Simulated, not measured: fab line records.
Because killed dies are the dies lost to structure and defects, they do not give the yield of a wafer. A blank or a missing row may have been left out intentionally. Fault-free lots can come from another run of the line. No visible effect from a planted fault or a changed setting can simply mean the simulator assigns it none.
Chamber matching / flow nandHarc / NHARC_P_STI_CMP_21 on cmp-04: 4 sister chambers
The step polishes, t overpolish 20 s, target thk 380.67 nm. 4 wafers are shown with their chamber, then 9 later ones without.

== WAFERS WITH THEIR CHAMBER ==
wafer=L078.5; chamber=0; motorCurrentA (A)=13.3
wafer=L089.3; chamber=3; motorCurrentA (A)=11.8
wafer=L089.4; chamber=1; motorCurrentA (A)=13.1
wafer=L089.6; chamber=2; motorCurrentA (A)=11.4

== WAFERS WHOSE CHAMBER IS MISSING ==
wafer=L091.1; motorCurrentA (A)=12.7
wafer=L091.2; motorCurrentA (A)=13.2
wafer=L091.5; motorCurrentA (A)=12.3
wafer=L092.1; motorCurrentA (A)=12.4
wafer=L092.3; motorCurrentA (A)=12.6
wafer=L092.4; motorCurrentA (A)=13.0
wafer=L097.1; motorCurrentA (A)=11.7
wafer=L097.2; motorCurrentA (A)=12.0
wafer=L097.5; motorCurrentA (A)=13.0

== CHAMBER TAKEN BY EACH ==
wafer=L091.1; from the rows above=can't be placed: 1 or 0 or 3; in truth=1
wafer=L091.2; from the rows above=can't be placed: 1 or 0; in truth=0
wafer=L091.5; from the rows above=can't be placed: 3 or 1 or 2 or 0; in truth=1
wafer=L092.1; from the rows above=can't be placed: 3 or 1 or 0 or 2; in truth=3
wafer=L092.3; from the rows above=can't be placed: 1 or 0 or 3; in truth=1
wafer=L092.4; from the rows above=can't be placed: 1 or 0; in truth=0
wafer=L097.1; from the rows above=can't be placed: 3 or 2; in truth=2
wafer=L097.2; from the rows above=can't be placed: 3 or 2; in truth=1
wafer=L097.5; from the rows above=can't be placed: 1 or 0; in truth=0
Correct placement for 0 of the 9. Unplaceable from these rows: 9, with the true chamber sitting among the candidates in 8. Placed wrongly: 0.
How it was worked out, from the rows above alone: a wafer's distance from a chamber is the root of the sum, over the readings, of the square of ((its reading less the chamber's mean) divided by the reading's scatter). If the next closest chamber is less than 2 further off than the closest, the wafer can't be placed; otherwise it belongs to the closest. A chamber's mean is the mean of its shown wafers. The scatter (one wafer shown for each chamber): square how far every hidden wafer sits from the nearest shown wafer, average those squares and take the square root.
